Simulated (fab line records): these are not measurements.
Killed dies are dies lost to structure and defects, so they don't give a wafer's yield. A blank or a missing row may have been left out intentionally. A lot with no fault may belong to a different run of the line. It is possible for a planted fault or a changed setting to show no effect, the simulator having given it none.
Matching of chambers -- flow n5_finfet -- uv_cure-03 running N5_BEOL_M7_CURE_74: 3 sister chambers
The step cures SiCOH lowk, time 240 s. 3 wafers are shown with their chamber, then 11 later ones without.

WAFERS WITH THEIR CHAMBER
wafer,chamber,wafer_temp_C_max
L077.6,0,387.6
L080.4,2,386.3
L089.3,1,386.8

WAFERS MISSING THEIR CHAMBER
wafer,wafer_temp_C_max
L089.5,387.2
L089.6,387.8
L092.2,387.5
L092.4,388.3
L092.5,386.9
L094.2,387.6
L094.4,388.0
L094.5,387.7
L097.2,387.5
L097.3,387.8
L097.5,387.9

CHAMBER TAKEN BY EACH
wafer,from the rows above,in truth
L089.5,can't be placed: 1 or 0 or 2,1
L089.6,0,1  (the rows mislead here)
L092.2,can't be placed: 0 or 1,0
L092.4,0,0
L092.5,can't be placed: 1 or 2 or 0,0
L094.2,0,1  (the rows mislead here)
L094.4,0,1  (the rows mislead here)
L094.5,0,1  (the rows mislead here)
L097.2,can't be placed: 0 or 1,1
L097.3,0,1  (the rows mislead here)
L097.5,0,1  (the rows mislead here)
Correct placement for 1 of the 11. Can't be placed from these rows: 4 (the true chamber is among the candidates in 4). Placed wrongly: 6.
How it was worked out, from the rows above alone: a wafer's distance from a chamber is the root of the sum, over the readings, of the square of ((its reading less the chamber's mean) divided by the reading's scatter). The wafer belongs to the nearest chamber; if the next one is less than 2 further off, it can't be placed. A chamber's mean is the mean of its shown wafers. The scatter (one wafer shown for each chamber): square how far every hidden wafer sits from the nearest shown wafer, average those squares and take the square root.
